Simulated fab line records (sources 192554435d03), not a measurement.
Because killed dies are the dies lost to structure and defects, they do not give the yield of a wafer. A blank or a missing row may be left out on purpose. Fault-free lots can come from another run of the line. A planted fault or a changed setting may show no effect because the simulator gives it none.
Lot-split experiment :: flow n5Finfet :: route with 1938 steps; 7 lots, 39 wafers read

## ABOUT THE SPLIT
At N5_DUMMY_GATE_ETCH_31 (etches SiO2 in C4F6/O2, target depth 82.5 nm, time 27.5 s), the setting targetDepthA was moved away from the recipe's 825 angstrom on 18 of the 39 wafers read, by -10.3% to +9.0%. All remaining wafers had this setting at the recipe value.

Reading taken at the split's own step.

## THE READING
etch.depthNm (the simulator's own value, which no gauge read), in nm, at N5_DUMMY_GATE_ETCH_31 (etches SiO2 in C4F6/O2, target depth 82.5 nm, time 27.5 s). No usual value for it is given in the file. The 21 wafers here that ran the recipe average 82.36 nm, standard deviation 1.8 nm.

wafer: L075.1
tool, chamber at the split: rieDiel-04, 1
targetDepthA as run, angstrom: 899.2
against the recipe: +9.0%
etch.depthNm, nm: 93.61
against lot-mates on the recipe: +9.74

wafer: L075.2
tool, chamber at the split: rieDiel-04, 0
targetDepthA as run, angstrom: 899.2
against the recipe: +9.0%
etch.depthNm, nm: 89.92
against lot-mates on the recipe: +6.05

wafer: L075.3
tool, chamber at the split: rieDiel-04, 2
targetDepthA as run, angstrom: 899.2
against the recipe: +9.0%
etch.depthNm, nm: 91.21
against lot-mates on the recipe: +7.34

wafer: L075.4
tool, chamber at the split: rieDiel-04, 1
targetDepthA as run, angstrom: 825
against the recipe: recipe
etch.depthNm, nm: 85.37
against lot-mates on the recipe: -

wafer: L075.5
tool, chamber at the split: rieDiel-04, 2
targetDepthA as run, angstrom: 825
against the recipe: recipe
etch.depthNm, nm: 83.98
against lot-mates on the recipe: -

wafer: L075.6
tool, chamber at the split: rieDiel-04, 0
targetDepthA as run, angstrom: 825
against the recipe: recipe
etch.depthNm, nm: 82.26
against lot-mates on the recipe: -

wafer: L079.1
tool, chamber at the split: rieDiel-05, 0
targetDepthA as run, angstrom: 825
against the recipe: recipe
etch.depthNm, nm: 84.6
against lot-mates on the recipe: -

wafer: L079.2
tool, chamber at the split: rieDiel-05, 3
targetDepthA as run, angstrom: 787.1
against the recipe: -4.6%
etch.depthNm, nm: 77.49
against lot-mates on the recipe: -6.38

wafer: L079.3
tool, chamber at the split: rieDiel-05, 1
targetDepthA as run, angstrom: 825
against the recipe: recipe
etch.depthNm, nm: 82.44
against lot-mates on the recipe: -

wafer: L079.4
tool, chamber at the split: rieDiel-05, 2
targetDepthA as run, angstrom: 787.1
against the recipe: -4.6%
etch.depthNm, nm: 76.22
against lot-mates on the recipe: -7.65

wafer: L079.5
tool, chamber at the split: rieDiel-05, 0
targetDepthA as run, angstrom: 825
against the recipe: recipe
etch.depthNm, nm: 84.58
against lot-mates on the recipe: -

wafer: L079.6
tool, chamber at the split: rieDiel-05, 3
targetDepthA as run, angstrom: 787.1
against the recipe: -4.6%
etch.depthNm, nm: 77.47
against lot-mates on the recipe: -6.40

wafer: L082.1
tool, chamber at the split: rieDiel-04, 0
targetDepthA as run, angstrom: 825
against the recipe: recipe
etch.depthNm, nm: 80.29
against lot-mates on the recipe: -

wafer: L082.4
tool, chamber at the split: rieDiel-04, 1
targetDepthA as run, angstrom: 825
against the recipe: recipe
etch.depthNm, nm: 84.14
against lot-mates on the recipe: -

wafer: L082.6
tool, chamber at the split: rieDiel-04, 0
targetDepthA as run, angstrom: 825
against the recipe: recipe
etch.depthNm, nm: 80.78
against lot-mates on the recipe: -

wafer: L085.1
tool, chamber at the split: rieDiel-01, 2
targetDepthA as run, angstrom: 825
against the recipe: recipe
etch.depthNm, nm: 83.82
against lot-mates on the recipe: -

wafer: L085.2
tool, chamber at the split: rieDiel-01, 3
targetDepthA as run, angstrom: 825
against the recipe: recipe
etch.depthNm, nm: 77.59
against lot-mates on the recipe: -

wafer: L085.3
tool, chamber at the split: rieDiel-01, 1
targetDepthA as run, angstrom: 740.3
against the recipe: -10.3%
etch.depthNm, nm: 72.48
against lot-mates on the recipe: -8.22

wafer: L085.4
tool, chamber at the split: rieDiel-01, 0
targetDepthA as run, angstrom: 740.3
against the recipe: -10.3%
etch.depthNm, nm: 72.1
against lot-mates on the recipe: -8.60

wafer: L085.5
tool, chamber at the split: rieDiel-01, 0
targetDepthA as run, angstrom: 825
against the recipe: recipe
etch.depthNm, nm: 80.7
against lot-mates on the recipe: -

wafer: L085.6
tool, chamber at the split: rieDiel-01, 1
targetDepthA as run, angstrom: 740.3
against the recipe: -10.3%
etch.depthNm, nm: 72.31
against lot-mates on the recipe: -8.39

wafer: L088.1
tool, chamber at the split: rieDiel-05, 0
targetDepthA as run, angstrom: 740.4
against the recipe: -10.3%
etch.depthNm, nm: 76.25
against lot-mates on the recipe: -5.26

wafer: L088.2
tool, chamber at the split: rieDiel-05, 2
targetDepthA as run, angstrom: 740.4
against the recipe: -10.3%
etch.depthNm, nm: 73.83
against lot-mates on the recipe: -7.68

wafer: L088.3
tool, chamber at the split: rieDiel-05, 1
targetDepthA as run, angstrom: 825
against the recipe: recipe
etch.depthNm, nm: 81.24
against lot-mates on the recipe: -

wafer: L088.4
tool, chamber at the split: rieDiel-05, 3
targetDepthA as run, angstrom: 825
against the recipe: recipe
etch.depthNm, nm: 81.71
against lot-mates on the recipe: -

wafer: L088.5
tool, chamber at the split: rieDiel-05, 0
targetDepthA as run, angstrom: 740.4
against the recipe: -10.3%
etch.depthNm, nm: 75.78
against lot-mates on the recipe: -5.73

wafer: L088.6
tool, chamber at the split: rieDiel-05, 3
targetDepthA as run, angstrom: 825
against the recipe: recipe
etch.depthNm, nm: 81.58
against lot-mates on the recipe: -

wafer: L091.1
tool, chamber at the split: rieDiel-05, 0
targetDepthA as run, angstrom: 766.5
against the recipe: -7.1%
etch.depthNm, nm: 78.78
against lot-mates on the recipe: -3.63

wafer: L091.2
tool, chamber at the split: rieDiel-05, 1
targetDepthA as run, angstrom: 766.5
against the recipe: -7.1%
etch.depthNm, nm: 75.75
against lot-mates on the recipe: -6.66

wafer: L091.3
tool, chamber at the split: rieDiel-05, 2
targetDepthA as run, angstrom: 825
against the recipe: recipe
etch.depthNm, nm: 82.81
against lot-mates on the recipe: -

wafer: L091.4
tool, chamber at the split: rieDiel-05, 3
targetDepthA as run, angstrom: 766.5
against the recipe: -7.1%
etch.depthNm, nm: 75.82
against lot-mates on the recipe: -6.59

wafer: L091.5
tool, chamber at the split: rieDiel-05, 1
targetDepthA as run, angstrom: 825
against the recipe: recipe
etch.depthNm, nm: 81.48
against lot-mates on the recipe: -

wafer: L091.6
tool, chamber at the split: rieDiel-05, 2
targetDepthA as run, angstrom: 825
against the recipe: recipe
etch.depthNm, nm: 82.93
against lot-mates on the recipe: -

wafer: L096.1
tool, chamber at the split: rieDiel-05, 2
targetDepthA as run, angstrom: 825
against the recipe: recipe
etch.depthNm, nm: 82.23
against lot-mates on the recipe: -

wafer: L096.2
tool, chamber at the split: rieDiel-05, 3
targetDepthA as run, angstrom: 739.9
against the recipe: -10.3%
etch.depthNm, nm: 70.1
against lot-mates on the recipe: -12.34

wafer: L096.5
tool, chamber at the split: rieDiel-05, 3
targetDepthA as run, angstrom: 739.9
against the recipe: -10.3%
etch.depthNm, nm: 70.1
against lot-mates on the recipe: -12.34

wafer: L096.3
tool, chamber at the split: rieDiel-05, 0
targetDepthA as run, angstrom: 825
against the recipe: recipe
etch.depthNm, nm: 84.15
against lot-mates on the recipe: -

wafer: L096.4
tool, chamber at the split: rieDiel-05, 1
targetDepthA as run, angstrom: 825
against the recipe: recipe
etch.depthNm, nm: 80.95
against lot-mates on the recipe: -

wafer: L096.6
tool, chamber at the split: rieDiel-05, 2
targetDepthA as run, angstrom: 739.9
against the recipe: -10.3%
etch.depthNm, nm: 74.37
against lot-mates on the recipe: -8.07

THE FIT
A straight line over all 39 wafers: etch.depthNm changes by +0.936 nm for each +1% of targetDepthA; r = +0.94; the points scatter about the line by 1.9 nm.
The same after taking each lot's own level away (the mean of its wafers on the recipe; 39 wafers): +0.85 nm for each +1%; r = +0.93; scatter 1.9 nm.
On that fit, the largest move of targetDepthA shifts the reading by 8.8 nm.
From 80.703 to 83.873 nm: that is the span of the lots' own levels, equal to 1.8 times the standard deviation above.
In other words, the slope is changed by the lot-to-lot level; the two fits disagree.
Check: for one of the wafers moved furthest among these (-10.3%), held out of the fit, the line's prediction against its lot-mates is -8.61 nm. It came out at -12.3 nm against them.

## FURTHER SPLITS ON THESE WAFERS
Before the reading, these wafers also passed through other splits. Each is held against what the fit with the lots' levels taken away leaves over:
other split on the same wafers: N5_DUMMY_GATE_EXPOSE_12 doseMj
wafers away from the commonest value: 15
r with etch.depthNm (lot level and that fit taken away): -0.19

## THE FILE'S OWN FIT
etch.depthNm changes by +0.86 nm for each +1% of targetDepthA, r = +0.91.
